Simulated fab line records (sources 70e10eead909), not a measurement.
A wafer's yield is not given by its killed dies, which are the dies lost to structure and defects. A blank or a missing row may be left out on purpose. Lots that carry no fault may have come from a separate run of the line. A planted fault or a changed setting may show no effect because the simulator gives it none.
A sampling plan put to the test + flow nand harc + 21 faults told of in these records, all on one fab line, each judged by the records of the lots it struck
The plan is the line's own looks: the steps of the route at which a gauge or an inspection reads the wafer and doesn't change it. Where struck wafers have a number at a look and the file lists that look's usual mean and standard deviation on fault-free wafers, the look can be judged. Caught: 4 or more of those standard deviations (sigma) separate the usual mean from the mean of the struck wafers at a look after the fault's first step. On the tool: here the same test is run on the tool's own readings at the fault's steps. A different recipe on the struck wafers counts as caught too, as does a record blank only for those wafers.

## THE FAULTS, as the simulator had put them in
1. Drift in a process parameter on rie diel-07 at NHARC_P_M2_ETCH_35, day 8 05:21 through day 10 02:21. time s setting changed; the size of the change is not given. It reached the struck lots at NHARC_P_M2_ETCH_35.
2. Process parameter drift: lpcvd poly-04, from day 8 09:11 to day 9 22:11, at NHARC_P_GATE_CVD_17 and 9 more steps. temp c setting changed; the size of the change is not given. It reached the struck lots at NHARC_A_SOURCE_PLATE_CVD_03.
3. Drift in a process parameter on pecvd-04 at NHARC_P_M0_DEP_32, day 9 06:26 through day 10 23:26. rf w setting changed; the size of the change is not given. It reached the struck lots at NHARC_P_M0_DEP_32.
4. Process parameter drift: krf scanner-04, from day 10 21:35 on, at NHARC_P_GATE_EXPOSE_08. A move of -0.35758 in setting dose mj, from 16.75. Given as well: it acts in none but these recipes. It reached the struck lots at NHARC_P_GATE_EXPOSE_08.
5. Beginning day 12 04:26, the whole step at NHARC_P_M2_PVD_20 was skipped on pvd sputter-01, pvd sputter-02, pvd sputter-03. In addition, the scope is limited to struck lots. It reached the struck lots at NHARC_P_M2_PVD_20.
6. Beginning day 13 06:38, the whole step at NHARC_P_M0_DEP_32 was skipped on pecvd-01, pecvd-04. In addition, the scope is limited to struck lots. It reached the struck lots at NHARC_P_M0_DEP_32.
7. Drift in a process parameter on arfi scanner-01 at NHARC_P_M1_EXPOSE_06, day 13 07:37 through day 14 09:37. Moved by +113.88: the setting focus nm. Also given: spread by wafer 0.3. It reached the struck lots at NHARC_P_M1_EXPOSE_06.
8. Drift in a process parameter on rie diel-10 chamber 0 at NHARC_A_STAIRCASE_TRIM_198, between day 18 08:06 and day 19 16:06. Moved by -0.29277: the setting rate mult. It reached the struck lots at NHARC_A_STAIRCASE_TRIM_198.
9. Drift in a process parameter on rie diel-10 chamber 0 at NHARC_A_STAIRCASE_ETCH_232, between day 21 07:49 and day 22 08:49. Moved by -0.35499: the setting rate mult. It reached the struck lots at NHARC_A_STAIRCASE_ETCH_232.
10. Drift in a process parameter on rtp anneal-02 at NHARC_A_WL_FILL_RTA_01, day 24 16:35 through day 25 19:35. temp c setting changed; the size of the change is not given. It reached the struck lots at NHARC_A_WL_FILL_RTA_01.
11. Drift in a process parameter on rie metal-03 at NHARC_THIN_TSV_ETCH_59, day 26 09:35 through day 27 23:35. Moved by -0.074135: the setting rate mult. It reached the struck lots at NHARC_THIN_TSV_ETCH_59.
12. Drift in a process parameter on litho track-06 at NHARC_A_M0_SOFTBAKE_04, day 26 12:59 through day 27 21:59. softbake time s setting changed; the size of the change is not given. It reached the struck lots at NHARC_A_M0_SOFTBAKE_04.
13. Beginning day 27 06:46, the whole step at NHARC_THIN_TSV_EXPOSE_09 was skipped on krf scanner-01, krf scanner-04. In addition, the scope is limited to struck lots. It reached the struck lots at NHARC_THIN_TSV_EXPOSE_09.
14. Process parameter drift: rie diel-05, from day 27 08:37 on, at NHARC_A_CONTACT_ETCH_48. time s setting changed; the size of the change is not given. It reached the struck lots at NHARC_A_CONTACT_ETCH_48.
15. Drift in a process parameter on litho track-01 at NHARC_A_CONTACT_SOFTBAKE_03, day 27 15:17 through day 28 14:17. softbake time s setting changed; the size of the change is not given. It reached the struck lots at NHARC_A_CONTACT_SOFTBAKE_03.
16. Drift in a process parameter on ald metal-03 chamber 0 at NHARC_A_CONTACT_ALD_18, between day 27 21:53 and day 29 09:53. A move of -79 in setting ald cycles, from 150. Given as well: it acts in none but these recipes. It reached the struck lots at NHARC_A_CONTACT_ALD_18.
17. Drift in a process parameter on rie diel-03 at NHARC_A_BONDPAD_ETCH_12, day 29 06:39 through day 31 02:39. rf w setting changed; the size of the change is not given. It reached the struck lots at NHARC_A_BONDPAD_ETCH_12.
18. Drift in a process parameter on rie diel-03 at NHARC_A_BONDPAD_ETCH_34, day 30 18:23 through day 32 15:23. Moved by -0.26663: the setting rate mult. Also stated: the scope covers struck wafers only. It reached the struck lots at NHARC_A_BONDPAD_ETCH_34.
19. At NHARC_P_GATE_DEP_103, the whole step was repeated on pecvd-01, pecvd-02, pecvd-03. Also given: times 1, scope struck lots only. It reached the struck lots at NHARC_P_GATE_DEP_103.
20. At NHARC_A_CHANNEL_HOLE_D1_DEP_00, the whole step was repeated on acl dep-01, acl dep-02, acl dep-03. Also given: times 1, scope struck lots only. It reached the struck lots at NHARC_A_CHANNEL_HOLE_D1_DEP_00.
21. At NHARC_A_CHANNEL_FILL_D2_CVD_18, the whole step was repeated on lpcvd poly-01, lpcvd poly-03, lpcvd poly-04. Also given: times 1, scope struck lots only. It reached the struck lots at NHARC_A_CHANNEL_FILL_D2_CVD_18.

## WHAT THE PLAN SAW
| fault | on the tool itself                               | first look that catches it                      | reading, sigma | median hours from its first step to that look | hours from the fault's start to the first struck lot there | judged looks passed uncaught |
|-------|--------------------------------------------------|-------------------------------------------------|----------------|-----------------------------------------------|------------------------------------------------------------|------------------------------|
| 1     | run length s -34 sigma                           | no look after it can be judged                  | -              | -                                             | -                                                          | 0                            |
| 2     | tube center temp C +99 or beyond sigma           | NHARC_A_SOURCE_PLATE_THK_MEAS_06                | thk nm +35     | 12.5                                          | 33                                                         | 0                            |
| 3     | rf fwd power W +55 sigma                         | no look after it can be judged                  | -              | -                                             | -                                                          | 0                            |
| 4     | exposure dose mJ cm2 -24 sigma                   | not the one look that can be judged after it    | -              | -                                             | -                                                          | 1                            |
| 5     | the tool's record is blank for the struck wafers | not the one look that can be judged after it    | -              | -                                             | -                                                          | 1                            |
| 6     | the tool's record is blank for the struck wafers | not the one look that can be judged after it    | -              | -                                             | -                                                          | 1                            |
| 7     | exposure dose mJ cm2 -31 sigma                   | no look after it can be judged                  | -              | -                                             | -                                                          | 0                            |
| 8     | oes product au -19 sigma                         | no look after it can be judged                  | -              | -                                             | -                                                          | 0                            |
| 9     | oes product au -14 sigma                         | no look after it can be judged                  | -              | -                                             | -                                                          | 0                            |
| 10    | wafer_temp_C_max -19 sigma                       | not the one look that can be judged after it    | -              | -                                             | -                                                          | 1                            |
| 11    | oes product au -4.4 sigma                        | no look after it can be judged                  | -              | -                                             | -                                                          | 0                            |
| 12    | heater power total W +99 or beyond sigma         | none of the 2 looks that can be judged after it | -              | -                                             | -                                                          | 2                            |
| 13    | no reading that can be judged                    | no look after it can be judged                  | -              | -                                             | -                                                          | 0                            |
| 14    | run length s -43 sigma                           | no look after it can be judged                  | -              | -                                             | -                                                          | 0                            |
| 15    | heater power total W +99 or beyond sigma         | none of the 3 looks that can be judged after it | -              | -                                             | -                                                          | 3                            |
| 16    | under 2 sigma                                    | no look after it can be judged                  | -              | -                                             | -                                                          | 0                            |
| 17    | rf fwd power W +99 or beyond sigma               | not the one look that can be judged after it    | -              | -                                             | -                                                          | 1                            |
| 18    | oes product au -16 sigma                         | no look after it can be judged                  | -              | -                                             | -                                                          | 0                            |
| 19    | under 2 sigma                                    | no look after it can be judged                  | -              | -                                             | -                                                          | 0                            |
| 20    | under 2 sigma                                    | not the one look that can be judged after it    | -              | -                                             | -                                                          | 1                            |
| 21    | under 2 sigma                                    | no look after it can be judged                  | -              | -                                             | -                                                          | 0                            |
A dash: this means the fault isn't caught or the number doesn't appear in these records.

Caught at a look: 1 of 21. Caught on the tool: 16 of 21. By one or the other: 16 of 21.
Faults caught by the tool alone: 1, 3, 4, 5, 6, 7, 8, 9, 10, 11, 12, 14, 15, 17, 18.
Caught by neither: faults 13, 16, 19, 20, 21.

## THINNER SAMPLING
In the worst case, this is how late the first struck lot would be measured if the look that catches a fault measured only every second or every third lot, by lot number:
| fault | struck lots at that look, in order of time | every lot | every second lot | every third lot |
|-------|--------------------------------------------|-----------|------------------|-----------------|
| 2     | L304                                       | 33 h      | may miss it      | may miss it     |
The hour figures run from when the fault began to the first measured lot among those it struck. Since the struck wafers were tested as one group against 4 sigma, a single lot by itself may lie under the limit. Other struck lots may not be in these records.

## THE LONGEST TIMED WAY FROM STEP TO LOOK
In fault 2, a median of 12.5 hours elapses between NHARC_A_SOURCE_PLATE_CVD_03 and NHARC_A_SOURCE_PLATE_THK_MEAS_06. No look between them can be judged.
